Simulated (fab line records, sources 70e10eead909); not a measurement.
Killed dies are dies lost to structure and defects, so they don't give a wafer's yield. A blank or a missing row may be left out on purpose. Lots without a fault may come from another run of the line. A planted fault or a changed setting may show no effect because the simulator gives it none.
Which tool did it? | flow nand_harc | 14 lots, 42 wafers sampled, at 4 steps of a route of 1302

WHAT THE GAUGES READ, wafer by wafer
NHARC_P_START_INSPECT_01. Usual: raw_defect_count 3.4, standard deviation 1.7.
lot  | measured     | on                | raw_defect_count | flag
L253 | day 1 20:02  | defect_inspect-01 | 7 3 2            |
L254 | day 2 06:02  | defect_inspect-01 | 3 3 4            |
L255 | day 2 16:02  | defect_inspect-02 | 0 1 1            |
L256 | day 3 02:02  | defect_inspect-02 | 3 4 3            |
L257 | day 3 12:02  | defect_inspect-02 | 2 5 4            |
L262 | day 5 14:02  | defect_inspect-01 | 2 1 3            |
L263 | day 6 00:03  | defect_inspect-02 | 5 3 2            |
L270 | day 8 22:02  | defect_inspect-02 | 1 3 2            |
L271 | day 9 08:02  | defect_inspect-01 | 3 4 5            |
L272 | day 9 18:02  | defect_inspect-01 | 5 6 3            |
L273 | day 10 04:02 | defect_inspect-02 | 2 4 4            |
L274 | day 10 14:02 | defect_inspect-02 | 3 1 3            |
L275 | day 11 00:02 | defect_inspect-02 | 3 2 5            |
L276 | day 11 10:02 | defect_inspect-01 | 7 2 1            |

NHARC_P_STI_OCD_MEAS_43. Usual: trench_depth_nm 300 nm, standard deviation 4.9; trench_foot_cd_nm 157.7 nm, standard deviation 2.2.
lot  | measured     | on     | trench_depth_nm (nm) | trench_foot_cd_nm (nm) | flag
L253 | day 2 20:47  | ocd-02 | 296 292 298          | 158.5 161.1 160.4      |
L254 | day 3 07:30  | ocd-02 | 302 298 300          | 154.3 156.1 154.2      |
L255 | day 3 17:25  | ocd-02 | 302 301 301          | 159.5 160.8 158.3      |
L256 | day 4 02:33  | ocd-01 | 301 308 309          | 155.5 157.4 154.6      |
L257 | day 4 12:32  | ocd-02 | 296 294 296          | 158.9 158.2 159.0      |
L270 | day 9 21:56  | ocd-01 | 297 303 295          | 160.1 159.7 157.5      |
L271 | day 10 07:54 | ocd-01 | 297 296 296          | 159.9 161.4 154.9      |
L272 | day 10 22:17 | ocd-01 | 302 301 304          | 158.4 157.6 156.5      |
L273 | day 11 08:16 | ocd-01 | 303 297 296          | 159.0 160.6 158.5      |
L274 | day 11 19:04 | ocd-02 | 305 303 300          | 158.2 156.8 158.9      |
L275 | day 12 00:01 | ocd-02 | 297 299 298          | 161.6 157.3 160.6      |
L276 | day 12 09:33 | ocd-02 | 296 293 292          | 158.9 161.7 158.8      |

WHICH TOOL RAN EACH LOT (tool, then ch and the chambers of the sampled wafers, then the start)
lot  | NHARC_P_ZERO_WELL_DEVELOP_51      | NHARC_P_ZERO_WELL_RTA_42
L253 | litho_track-03 ch 0, day 2 01:00  | rtp_anneal-02 ch 0, day 2 03:14
L254 | litho_track-03 ch 0, day 2 11:00  | rtp_anneal-02 ch 0, day 2 13:09
L255 | litho_track-07 ch 0, day 2 21:00  | rtp_anneal-01 ch 0, day 2 23:07
L256 | litho_track-05 ch 0, day 3 08:00  | rtp_anneal-02 ch 0, day 3 09:53
L257 | litho_track-03 ch 0, day 3 17:00  | rtp_anneal-02 ch 0, day 3 19:20
L262 | litho_track-05, day 5 19:00       | rtp_anneal-02 ch 0, day 5 20:47
L263 | litho_track-03, day 6 05:00       | rtp_anneal-02 ch 0, day 6 07:04
L270 | litho_track-07 ch 0, day 9 03:00  | rtp_anneal-01 ch 0, day 9 05:01
L271 | litho_track-03 ch 0, day 9 13:00  | rtp_anneal-02 ch 0, day 9 14:51
L272 | litho_track-03 ch 0, day 9 23:00  | rtp_anneal-01 ch 0, day 10 01:17
L273 | litho_track-05 ch 0, day 10 10:00 | rtp_anneal-01 ch 0, day 10 11:23
L274 | litho_track-05 ch 0, day 11 01:00 | rtp_anneal-02 ch 0, day 11 02:34
L275 | litho_track-05 ch 0, day 11 05:00 | rtp_anneal-02 ch 0, day 11 06:55
L276 | litho_track-05 ch 0, day 11 15:00 | rtp_anneal-02 ch 0, day 11 17:05
- NHARC_P_ZERO_WELL_DEVELOP_51: time 70 s.
- NHARC_P_ZERO_WELL_RTA_42: time 300 s.

WHAT THE TOOLS THEMSELVES READ (means of the sampled wafers that have a number; where no wafer has one, the mark that the record gives instead)
NHARC_P_ZERO_WELL_DEVELOP_51. Usual: chill_plate_temp_C 23.00 C, standard deviation 0.094; exhaust_pa 44.8 Pa, standard deviation 0.83.
lot  | tool           | chill_plate_temp_C (C) | exhaust_pa (Pa) | flag
L253 | litho_track-03 | 23.01                  | 45.6            |
L254 | litho_track-03 | 22.90                  | 44.8            |
L255 | litho_track-07 | 22.88                  | 45.0            |
L256 | litho_track-05 | 22.96                  | 44.9            |
L257 | litho_track-03 | 22.93                  | 45.9            |
L262 | litho_track-05 | -                      | -               | OFF
L263 | litho_track-03 | -                      | -               | OFF
L270 | litho_track-07 | 23.01                  | 44.7            |
L271 | litho_track-03 | 23.08                  | 44.9            |
L272 | litho_track-03 | 23.02                  | 44.9            |
L273 | litho_track-05 | 23.00                  | 43.9            |
L274 | litho_track-05 | 23.03                  | 45.4            |
L275 | litho_track-05 | 23.06                  | 45.5            |
L276 | litho_track-05 | 22.96                  | 45.3            |

NHARC_P_ZERO_WELL_RTA_42. Usual: anneal_temp_c_max 1105.7, standard deviation 1; lamp_power_pct 41 %, standard deviation 6; wafer_temp_C_max 1105.8, standard deviation 1.1.
lot  | tool          | anneal_temp_c_max | lamp_power_pct (%) | wafer_temp_C_max | flag
L253 | rtp_anneal-02 | 1106.0            | 46                 | 1105.7           |
L254 | rtp_anneal-02 | 1105.3            | 45                 | 1106.4           |
L255 | rtp_anneal-01 | 1105.5            | 33                 | 1104.9           |
L256 | rtp_anneal-02 | 1105.2            | 45                 | 1105.6           |
L257 | rtp_anneal-02 | 1105.7            | 45                 | 1105.9           |
L262 | rtp_anneal-02 | 1105.4            | 45                 | 1104.5           |
L263 | rtp_anneal-02 | 1105.1            | 46                 | 1105.9           |
L270 | rtp_anneal-01 | 1104.8            | 33                 | 1105.4           |
L271 | rtp_anneal-02 | 1104.4            | 46                 | 1104.7           |
L272 | rtp_anneal-01 | 1105.7            | 33                 | 1105.1           |
L273 | rtp_anneal-01 | 1106.5            | 33                 | 1106.2           |
L274 | rtp_anneal-02 | 1105.8            | 45                 | 1105.9           |
L275 | rtp_anneal-02 | 1106.6            | 45                 | 1106.0           |
L276 | rtp_anneal-02 | 1105.8            | 46                 | 1105.0           |

THE ANSWER, worked out from the rows above alone
Rule: a lot is off if the mean of its wafers that have a number lies more than 3 standard deviations from the usual mean. A lot without any number at a reading at which 4 lots or more have one is off too. The other lots that the step has rows for count as sound. The gauges are gone through in route order, then the tools' own readings, and for those a lot's mean is taken as printed above. The first step at which some lot is off is used, and at that step the reading that is off furthest; a lot without a number counts as furthest.
Off: L262, L263, at NHARC_P_ZERO_WELL_DEVELOP_51 (chill_plate_temp_C). Without a number there: L262, L263.
A tool fits if, at that step or a process step before it, it ran every lot that is off, and no sound lot after the first of them. None of those tried fits.

WHAT THE SIMULATOR HAD PUT IN
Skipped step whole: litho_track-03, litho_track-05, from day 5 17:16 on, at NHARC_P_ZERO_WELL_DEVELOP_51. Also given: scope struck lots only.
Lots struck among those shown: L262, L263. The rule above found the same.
